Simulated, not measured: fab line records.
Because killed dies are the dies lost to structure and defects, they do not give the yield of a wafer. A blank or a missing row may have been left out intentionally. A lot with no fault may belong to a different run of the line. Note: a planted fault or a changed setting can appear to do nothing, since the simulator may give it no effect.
Matching of chambers -- flow n5-finfet -- cmp-03 running N5_PMOS_HMC_CHANNEL_EPI_CMP_21: 4 sister chambers
The step polishes SiGe30, target thk 54 nm. 4 wafers are shown with their chamber, then 7 later ones without.

WAFERS PAIRED WITH THEIR CHAMBERS
wafer,chamber,motor-current-A (A)
L873.4,3,13.1
L879.2,0,11.8
L881.2,1,12.7
L881.3,2,11.7

WAFERS MISSING THEIR CHAMBER
wafer,motor-current-A (A)
L881.4,13.7
L882.2,13.0
L882.4,13.1
L882.5,12.4
L884.2,12.0
L884.4,11.0
L884.6,11.6

WHICH CHAMBER EACH WENT THROUGH
wafer,from the rows above,in truth
L881.4,can't be placed: 3 or 1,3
L882.2,can't be placed: 3 or 1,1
L882.4,can't be placed: 3 or 1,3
L882.5,can't be placed: 1 or 0 or 3 or 2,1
L884.2,can't be placed: 0 or 2 or 1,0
L884.4,can't be placed: 2 or 0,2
L884.6,can't be placed: 2 or 0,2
Correctly placed: 0 of 7. Can't be placed from these rows: 7 (the true chamber is among the candidates in 7). Number placed wrongly: 0.
How it was worked out, from the rows above alone: a wafer's distance from a chamber is the root of the sum, over the readings, of the square of ((its reading less the chamber's mean) divided by the reading's scatter). The wafer belongs to the nearest chamber; if the next one is less than 2 further off, it can't be placed. The mean given for a chamber averages the wafers shown for that chamber. The scatter: root of mean squared gap, hidden wafer to nearest shown wafer, with one shown wafer a chamber.
